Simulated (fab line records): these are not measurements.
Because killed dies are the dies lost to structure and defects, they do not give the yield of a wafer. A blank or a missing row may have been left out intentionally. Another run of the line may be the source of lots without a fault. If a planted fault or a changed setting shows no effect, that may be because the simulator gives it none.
fab line records ; flow n5Finfet
record lots=5; wafers=15; lastDay=17
route steps=1938 shown BEOL_M3@960 BEOL_M4@1111 PASSIVATION@1936
lots untouched by any fault: they come from a run of this same line in which no faults occurred
startH: hours from the record's opening day to when the first of the lot's shown wafers began ; waitH: hours elapsed since this lot's preceding step ; " same as the row above ; L1.1+2: several wafers, shown together as one row ; - no value, or no start given ; * or withheld: withheld ; < > ~ a bound
route shown NAME@n: a module of which the file shows steps, and the number in the route of the first ; usual: mean and standard deviation over wafers with no fault ; same: alike in all rows ; chamber/n: place in a boat ; sites: each site's reading ; _std_site: the values' standard deviation ; _edge_site: mean of outer sites minus mean of inner sites ; radiusMm: for every site, how far away it sits from the centre of the wafer ; mask NAME#n: copy n ; behind: the tool/chamber that last shaped the wafer ; hold: reason for holding the lot/hours on hold/outcome of the hold ; device: whichever transistor did not switch (one of n, p or np) ; end of line: at the end of the route, the tests of the same wafers ; step lacking rows: just its recipe ; killed: the dies lost at the first sort to structure and to defects; this is not the yield of the wafer ; map: dies across one wafer; x = killed, . = not, _ = none there
set.NAME: the setting as run; set.NAME@STEP: as run at that earlier step ; model.NAME: the simulator's own value behind a step, which no gauge read
lots at some steps of the route; a table a step, a row a wafer
services: a tool's chamber out of use, with start hour (startH, from the record's first day; less than 0 if before it), hours out, and reason
## steps
# step N5_BEOL_M3_COAT_22
# recipe resist=CAR-EUV; spinRpm=1500; resistThkNm=30
# step N5_BEOL_M3_EBR_24
# recipe solvent=PGMEA; ebrWidthMm=1.5
# step N5_BEOL_M3_SOFTBAKE_23
# recipe tempC=110; timeS=60; resist=CAR-EUV
# step N5_BEOL_M3_EXPOSE_25
# recipe maskId=V2; na=0.33; sourceShape=quasar; sigmaInner=0.2; sigmaOuter=0.8; polarization=unpolarized; defocusNm=5; doseMj=63
# step N5_BEOL_M3_PEB_26
# recipe pebTempC=100; pebTimeS=60; resist=CAR-EUV
# step N5_BEOL_M3_DEVELOP_27
# recipe developTimeS=30; developer=TMAH; resist=CAR-EUV; rinseLiquid=surfactantRinse; dry=airSpin; devTempC=23
# step N5_BEOL_M3_CD_MEAS_28
# recipe targetCdNm=25.7; landingEnergyEv=500; detector=seInlens; targetCdYNm=23.3; polarity=opening
# usual cdNm=25.72/0.26
lot.wafer;tool;chamber;startH;waitH;cdNm
L987.1;cdSem-01;0;148.11;-;25.54
L987.3;cdSem-01;0;148.11;-;25.82
L987.5;cdSem-01;0;148.11;-;25.19
L996.1;cdSem-02;0;202.81;-;25.52
L996.2;cdSem-02;0;202.81;-;25.57
L996.5;cdSem-02;0;202.81;-;25.33
L100.1;cdSem-03;0;224.49;-;25.37
L100.3;cdSem-03;0;224.49;-;25.63
L100.5;cdSem-03;0;224.49;-;25.34
L107.2;cdSem-01;0;268.62;-;25.63
L107.3;cdSem-01;0;268.62;-;25.58
L107.5;cdSem-01;0;268.62;-;25.59
L110.1;cdSem-02;0;288.00;-;25.73
L110.3;cdSem-02;0;288.00;-;26.03
L110.4;cdSem-02;0;288.00;-;25.82
# step N5_BEOL_M3_OVL_MEAS_29
# recipe pointsPerWafer=522
# usual V2_OVL=-0.2/0.56
lot.wafer;tool;chamber;startH;waitH;V2_OVL[nm]
L987.1;overlay-01;0;148.14;0.0;0.6
L987.3;overlay-01;0;148.14;0.0;-0.7
L987.5;overlay-01;0;148.14;0.0;0.1
L996.1;overlay-02;0;202.84;0.0;0.2
L996.2;overlay-02;0;202.84;0.0;0.6
L996.5;overlay-02;0;202.84;0.0;-1.0
L100.1;overlay-01;0;224.52;0.0;-0.9
L100.3;overlay-01;0;224.52;0.0;-1.1
L100.5;overlay-01;0;224.52;0.0;-0.8
L107.2;overlay-01;0;268.65;0.0;-0.1
L107.3;overlay-01;0;268.65;0.0;-0.4
L107.5;overlay-01;0;268.65;0.0;-0.2
L110.1;overlay-02;0;288.03;0.0;-0.1
L110.3;overlay-02;0;288.03;0.0;0.2
L110.4;overlay-02;0;288.03;0.0;-0.1
# step N5_BEOL_M3_INSPECT_30
# recipe mode=adi; inspectInstrument=brightfield
# usual rawDefectCount=445/100
lot.wafer;tool;chamber;startH;waitH;rawDefectCount
L987.1;defectInspect-02;-;148.20;0.1;411
L987.3;defectInspect-02;-;148.20;0.1;275
L987.5;defectInspect-02;-;148.20;0.1;234
L996.1;defectInspect-02;-;202.90;0.1;406
L996.2;defectInspect-02;-;202.90;0.1;473
L996.5;defectInspect-02;-;202.90;0.1;319
L100.1;defectInspect-01;-;224.58;0.1;295
L100.3;defectInspect-01;-;224.58;0.1;395
L100.5;defectInspect-01;-;224.58;0.1;494
L107.2;defectInspect-01;-;268.70;0.0;595
L107.3;defectInspect-01;-;268.70;0.0;417
L107.5;defectInspect-01;-;268.70;0.0;405
L110.1;defectInspect-01;-;288.09;0.1;353
L110.3;defectInspect-01;-;288.09;0.1;322
L110.4;defectInspect-01;-;288.09;0.1;331
# step N5_BEOL_M3_DESCUM_33
# recipe chemistry=O2; timeS=7; sourcePowerW=50; biasPowerW=20; pressureMtorr=20; rfFrequencyHz=2.712e+07; tempC=40; resist=CAR-EUV; o2FlowSccm=225
# usual biasPowerW=20.00/0.065; drypumpMotorCurrentA=5.9/0.33; oesProductAu=0.80/0.092; rfVppV=243.4/1.3; showerheadPlenumPTorr=2.10/0.064; throttleValvePct=20.40/0.19
lot.wafer;tool;chamber;startH;waitH;biasPowerW;drypumpMotorCurrentA;oesProductAu;rfHoursCounterH;rfVppV;showerheadPlenumPTorr;throttleValvePct
L987.1;rieDiel-05;2;148.23;0.0;20.11;5.7;0.90;31;240.8;2.07;20.40
L987.3;rieDiel-05;0;148.23;0.0;20.03;5.5;0.76;186;243.6;2.07;20.44
L987.5;rieDiel-05;2;148.23;0.0;20.10;5.7;0.89;-;242.8;2.07;20.41
L996.1;rieDiel-02;1;202.93;0.0;20.06;6.5;0.70;181;242.3;2.04;20.31
L996.2;rieDiel-02;3;202.93;0.0;20.10;6.1;0.96;12;244.2;2.13;20.48
L996.5;rieDiel-02;3;202.93;0.0;19.94;6.1;0.96;-;243.8;2.13;20.48
L100.1;rieDiel-05;0;224.62;0.0;20.08;5.6;0.75;210;241.4;2.06;20.48
L100.3;rieDiel-05;3;224.62;0.0;20.03;6.1;0.73;194;246.0;2.14;20.40
L100.5;rieDiel-05;1;224.62;0.0;20.04;5.5;0.78;-;240.8;2.02;20.72
L107.2;rieDiel-02;2;268.74;0.0;19.95;6.1;0.93;21;245.2;2.24;20.40
L107.3;rieDiel-02;0;268.74;0.0;20.05;5.6;0.70;211;243.6;2.15;20.51
L107.5;rieDiel-02;2;268.74;0.0;19.96;6.1;0.92;-;244.8;2.24;20.40
L110.1;rieDiel-02;3;288.12;0.0;20.05;6.1;0.92;37;243.6;2.12;20.50
L110.3;rieDiel-02;1;288.12;0.0;20.06;6.5;0.71;204;243.8;2.03;20.34
L110.4;rieDiel-02;2;288.12;0.0;19.94;6.2;0.90;28;245.8;2.24;20.40
# step N5_BEOL_M3_ETCH_77
# recipe chemistry=N2/H2; target=underlayer; targetDepthA=65; maskMaterial=CAR-EUV; timeS=5.2; ionEnergyEv=200; pressureMtorr=30; sourceW=840; biasW=150; n2FlowSccm=200; h2FlowSccm=200; ends=cleared
# usual drypumpMotorCurrentA=5.9/0.33; etchRfOnTimeS=5.18/0.16; oesProductAu=0.68/0.081; rfVppV=524.3/2.6; showerheadPlenumPTorr=2.57/0.081; throttleValvePct=17.94/0.22
lot.wafer;tool;chamber;startH;waitH;drypumpMotorCurrentA;etchRfOnTimeS;oesProductAu;rfHoursCounterH;rfVppV;showerheadPlenumPTorr;throttleValvePct
L987.1;rieDiel-05;2;148.27;0.0;5.7;5.06;0.78;31;522.6;2.48;17.69
L987.3;rieDiel-05;0;148.27;0.0;5.6;5.30;0.63;186;525.3;2.54;18.07
L987.5;rieDiel-05;2;148.27;0.0;5.7;5.11;0.76;-;523.3;2.48;17.65
L996.1;rieDiel-02;1;202.97;0.0;6.6;5.40;0.60;181;523.4;2.53;18.06
L996.2;rieDiel-02;3;202.97;0.0;6.1;4.98;0.82;12;526.6;2.58;17.81
L996.5;rieDiel-02;3;202.97;0.0;6.1;4.96;0.83;-;524.9;2.58;17.78
L100.1;rieDiel-05;0;224.65;0.0;5.6;5.34;0.62;210;523.0;2.53;18.13
L100.3;rieDiel-05;3;224.65;0.0;6.1;5.25;0.62;194;525.7;2.62;17.93
L100.5;rieDiel-05;1;224.65;0.0;5.5;4.92;0.66;-;521.6;2.47;18.37
L107.2;rieDiel-02;2;268.77;0.0;6.1;5.04;0.78;21;526.4;2.74;18.00
L107.3;rieDiel-02;0;268.77;0.0;5.6;5.36;0.60;211;525.8;2.64;18.08
L107.5;rieDiel-02;2;268.77;0.0;6.2;5.02;0.78;-;529.1;2.74;18.02
L110.1;rieDiel-02;3;288.15;0.0;6.1;5.00;0.77;37;525.2;2.57;17.81
L110.3;rieDiel-02;1;288.15;0.0;6.5;5.40;0.60;204;523.8;2.53;18.06
L110.4;rieDiel-02;2;288.15;0.0;6.1;5.07;0.77;28;528.6;2.74;18.02
# step N5_BEOL_M3_ETCH_69
# recipe chemistry=CF4; target=SiARC; targetDepthA=156; maskMaterial=CAR-EUV; timeS=26; ionEnergyEv=80; pressureMtorr=40; sourceW=545; biasW=36; Ar_flow_sccm=100; cf4FlowSccm=100; ends=cleared
# usual drypumpMotorCurrentA=5.9/0.33; etchRfOnTimeS=25.7/0.75; oesProductAu=0.68/0.081; rfVppV=184.4/1.1; showerheadPlenumPTorr=2.15/0.065; throttleValvePct=15.61/0.21
lot.wafer;tool;chamber;startH;waitH;drypumpMotorCurrentA;etchRfOnTimeS;oesProductAu;rfHoursCounterH;rfVppV;showerheadPlenumPTorr;throttleValvePct
L987.1;rieDiel-05;2;148.28;0.0;5.7;25.2;0.78;31;184.6;2.10;15.29
L987.3;rieDiel-05;0;148.28;0.0;5.6;26.6;0.64;186;184.6;2.12;15.74
L987.5;rieDiel-05;2;148.28;0.0;5.7;25.2;0.78;-;181.7;2.10;15.33
L996.1;rieDiel-02;1;202.98;0.0;6.5;26.7;0.62;181;183.9;2.12;15.75
L996.2;rieDiel-02;3;202.98;0.0;6.1;25.3;0.82;12;184.6;2.20;15.78
L996.5;rieDiel-02;3;202.98;0.0;6.1;25.0;0.83;-;185.4;2.20;15.80
L100.1;rieDiel-05;0;224.67;0.0;5.6;26.5;0.62;210;185.0;2.11;15.78
L100.3;rieDiel-05;3;224.67;0.0;6.1;25.8;0.62;194;185.7;2.19;15.64
L100.5;rieDiel-05;1;224.67;0.0;5.5;24.2;0.67;-;182.5;2.05;15.80
L107.2;rieDiel-02;2;268.79;0.0;6.1;25.0;0.79;21;185.3;2.28;15.45
L107.3;rieDiel-02;0;268.79;0.0;5.6;26.3;0.61;211;185.5;2.20;15.75
L107.5;rieDiel-02;2;268.79;0.0;6.1;24.7;0.79;-;185.1;2.28;15.48
L110.1;rieDiel-02;3;288.17;0.0;6.1;24.9;0.78;37;186.0;2.20;15.85
L110.3;rieDiel-02;1;288.17;0.0;6.5;26.8;0.60;204;183.7;2.11;15.79
L110.4;rieDiel-02;2;288.17;0.0;6.1;24.9;0.77;28;186.8;2.28;15.47
# step N5_BEOL_M3_ALD_98
# recipe material=SiO2; targetThkA=25; tempC=100; aldPrecursorFamily=BDEAS; aldCoReactant=O2-plasma; pulseTimeS=1; coReactantPulseTimeS=1; purgeTimeS=2; coReactantPurgeTimeS=2; aldCycles=17; pressureTorr=2
# usual heaterPowerW=78/12; precursorPulseHeightRel=0.999/0.022; susceptorTempC=100.01/0.12
# same aldCycles=17
lot.wafer;tool;chamber;startH;waitH;heaterPowerW;precursorPulseHeightRel;susceptorTempC
L987.1;aldSin-04;3;148.37;0.1;62;1.013;99.96
L987.3;aldSin-04;1;148.37;0.1;73;0.984;100.10
L987.5;aldSin-04;0;148.37;0.1;104;1.005;100.00
L996.1;aldSin-03;0;203.11;0.1;66;1.022;100.24
L996.2;aldSin-03;2;203.11;0.1;72;1.036;99.77
L996.5;aldSin-03;3;203.11;0.1;79;0.973;99.96
L100.1;aldSin-04;3;224.75;0.1;57;1.012;97.59
L100.3;aldSin-04;1;224.75;0.1;72;1.028;100.02
L100.5;aldSin-04;3;224.75;0.1;57;1.029;97.70
L107.2;aldSin-03;0;268.87;0.1;63;1.006;99.87
L107.3;aldSin-03;2;268.87;0.1;71;0.955;99.94
L107.5;aldSin-03;2;268.87;0.1;71;1.006;99.84
L110.1;aldSin-03;2;288.47;0.3;71;0.976;99.91
L110.3;aldSin-03;0;288.47;0.3;65;1.022;100.16
L110.4;aldSin-03;3;288.47;0.3;81;1.000;99.85
# step N5_BEOL_M3_ETCHBACK_99
# recipe chemistry=CHF3; target=SiO2; targetDepthA=50; timeS=10.4; sourceW=215; biasW=47; Ar_flow_sccm=200; CHF3_flow_sccm=12; ionEnergyEv=100; pressureMtorr=30
# usual drypumpMotorCurrentA=6.0/0.34; oes_f_703_au=0.82/0.1; oesProductAu=0.81/0.099; rfVppV=237/6.7; showerheadPlenumPTorr=2.16/0.069; throttleValvePct=17.05/0.19
lot.wafer;tool;chamber;startH;waitH;drypumpMotorCurrentA;oes_f_703_au;oesProductAu;rfHoursCounterH;rfVppV;showerheadPlenumPTorr;throttleValvePct
L987.1;rieDiel-02;0;155.96;7.5;5.6;0.74;0.73;177;232;2.21;17.04
L987.3;rieDiel-02;2;155.96;7.5;6.1;0.70;0.67;241;234;2.01;17.17
L987.5;rieDiel-02;0;155.96;7.5;5.6;0.74;0.73;-;232;2.21;17.05
L996.1;rieDiel-02;0;207.20;4.0;5.6;0.73;0.72;193;231;2.21;17.09
L996.2;rieDiel-02;2;207.20;4.0;6.1;0.99;0.98;3;239;2.27;16.73
L996.5;rieDiel-02;2;207.20;4.0;6.1;0.99;0.97;-;238;2.27;16.75
L100.1;rieDiel-02;1;226.11;1.3;6.6;0.74;0.70;189;233;2.14;17.26
L100.3;rieDiel-02;2;226.11;1.3;6.1;0.96;0.94;9;239;2.27;16.74
L100.5;rieDiel-02;2;226.11;1.3;6.1;0.96;0.94;-;240;2.27;16.75
L107.2;rieDiel-02;0;269.07;0.2;5.6;0.71;0.71;211;231;2.20;17.12
L107.3;rieDiel-02;3;269.07;0.2;6.1;0.94;0.91;31;233;2.20;17.26
L107.5;rieDiel-02;0;269.07;0.2;5.6;0.71;0.70;-;232;2.20;17.12
L110.1;rieDiel-02;0;289.07;0.5;5.6;0.70;0.70;217;231;2.20;17.14
L110.3;rieDiel-02;3;289.07;0.5;6.1;0.92;0.90;37;231;2.20;17.27
L110.4;rieDiel-02;2;289.07;0.5;6.2;0.91;0.90;28;238;2.26;16.78
# step N5_BEOL_M4_RC_MEAS_101
# usual DIBL_N=37.5/1.9; DIBL_P=37.3/2.4; IOFF_N=0.18/0.038; IOFF_P=0.23/0.045; ION_N=677/11; ION_P=464/8.1; SS_N=72.0/0.68; SS_P=73.5/0.77; VT_N=249/3.3; VT_P=-249/3.6
lot.wafer;tool;chamber;startH;waitH;DIBL_N[mV/V];DIBL_P[mV/V];IOFF_N[nA/um];IOFF_P[nA/um];ION_N[uA/um];ION_P[uA/um];SS_N[mV/dec];SS_P[mV/dec];VT_N[mV];VT_P[mV]
L987.1;prober-02;0;168.23;0.0;37.8;39.2;0.17;0.22;662;450;71.7;74.0;249;-254
L987.3;prober-02;0;168.23;0.0;38.6;37.7;0.20;0.20;686;454;72.3;73.8;249;-255
L987.5;prober-02;0;168.23;0.0;37.9;38.0;0.16;0.20;661;450;71.8;74.4;251;-253
L996.1;prober-02;0;221.96;0.0;37.9;39.0;0.19;0.26;678;470;72.0;74.5;249;-248
L996.2;prober-02;0;221.96;0.0;37.0;36.6;0.17;0.22;661;455;72.1;73.5;251;-250
L996.5;prober-02;0;221.96;0.0;38.1;38.2;0.20;0.26;675;467;72.0;74.3;252;-246
L100.1;prober-02;0;245.60;0.0;38.9;39.9;0.20;0.25;678;466;71.6;73.3;247;-248
L100.3;prober-02;0;245.60;0.0;38.6;38.4;0.20;0.21;681;458;72.1;73.8;248;-251
L100.5;prober-02;0;245.60;0.0;38.3;38.1;0.19;0.22;673;456;72.2;73.0;248;-248
L107.2;prober-02;0;293.34;0.2;36.6;35.4;0.15;0.17;672;456;71.6;73.3;253;-255
L107.3;prober-02;0;293.34;0.2;40.8;40.6;0.24;0.26;692;469;72.2;75.3;244;-248
L107.5;prober-02;0;293.34;0.2;36.8;36.3;0.15;0.18;672;459;72.0;73.1;251;-252
L110.1;prober-02;0;307.83;0.0;38.2;37.7;0.18;0.24;672;461;71.5;73.0;250;-248
L110.3;prober-02;0;307.83;0.0;39.7;39.7;0.22;0.29;684;474;72.2;74.1;246;-245
L110.4;prober-02;0;307.83;0.0;36.5;34.3;0.14;0.19;650;451;71.6;72.7;254;-252
# step N5_PASSIVATION_PROBE_49
# usual defectLimitedYield=91.2/1.5; killed_at_M0_to_M3=31/10; killed_at_M4_up=15/5.9; killedAtContacts=13/6; killedAtFrontEnd=41/11; killedAtOther=4/3.1; killedDies=104/18; killedOpen=68/13; killedShort=33/8.1; sort_bin_5_function=5.1/1.1; sort_bin_6_memory=3.2/0.69; sortNPass=1076/18; sortYieldPct=91.2/1.5
# same grossDies=1180; killedAtBackSide=0; sort_bin_4_leakage[%]=0; sort_bin_8_speed[%]=0
lot.wafer;tool;chamber;startH;waitH;defectLimitedYield[%];killed_at_M0_to_M3;killed_at_M4_up;killedAtContacts;killedAtFrontEnd;killedAtOther;killedDies;killedOpen;killedShort;sort_bin_5_function[%];sort_bin_6_memory[%];sortNPass;sortYieldPct[%]
L100.5;prober-01;-;345.64;0.2;88.6;45;17;15;51;7;135;86;44;6.9;3.9;1045;88.6
# killed by level:class
L100.5 BEOL_M2:geometricParticle:open=17 FIN_SAQP:geometricParticle:open=12 MOL_CONTACT_COAG:geometricParticle:open=12 BEOL_M4:geometricParticle:open=11 STI_FIN_REVEAL:geometricParticle:open=7 BEOL_M0_SAQP:geometricParticle:short=7 BEOL_M0_SAQP:geometricParticle:open=7 ILD0:geometricParticle:short=6
## services
tool;chamber;startH;hours;kind
rieDiel-05;-;126.82;0.3;repair
aldSin-04;-;134.98;0.6;repair
rieDiel-02;3;154.69;-;clean
rieDiel-02;3;154.69;-;consumableReplace:focusRing
rieDiel-02;3;154.69;18.8;scheduledDown
rieDiel-02;3;154.69;18.8;ventCycle
rieDiel-02;1;166.73;11.3;repair
aldSin-03;1;175.80;1.8;repair
rieDiel-02;2;178.35;-;clean
rieDiel-02;2;178.35;-;consumableReplace:focusRing
rieDiel-02;2;178.35;-;consumableReplace:showerhead
rieDiel-02;2;178.35;19.3;scheduledDown
rieDiel-02;2;178.35;19.3;ventCycle
rieDiel-02;1;179.29;2.0;repair
rieDiel-02;0;186.27;8.8;repair
rieDiel-05;1;197.71;7.7;repair
aldSin-03;2;223.71;3.8;repair
aldSin-03;3;228.93;-;calibration
rieDiel-02;1;230.86;7.7;repair
aldSin-04;1;232.27;3.7;repair
rieDiel-02;2;237.49;1.5;repair
aldSin-03;-;259.52;0.9;repair
aldSin-04;-;277.30;6.0;pm
## key
firstSign step=N5_BEOL_M3_ALD_98; reading=susceptorTempC; direction=down; sigmas=19; usual=*; struck=*
effect none on later readings
metAt N5_BEOL_M3_ALD_98
struckWafers L100.1,L100.5
onsetBetween 148.37 224.75
fault kind=processParameterDrift; tool=aldSin-04; chamber=3; onsetH=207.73; steps=N5_BEOL_M3_ALD_98; channel=tempC; offset=*; shape=step; endH=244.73; actsIn=*; stated=*
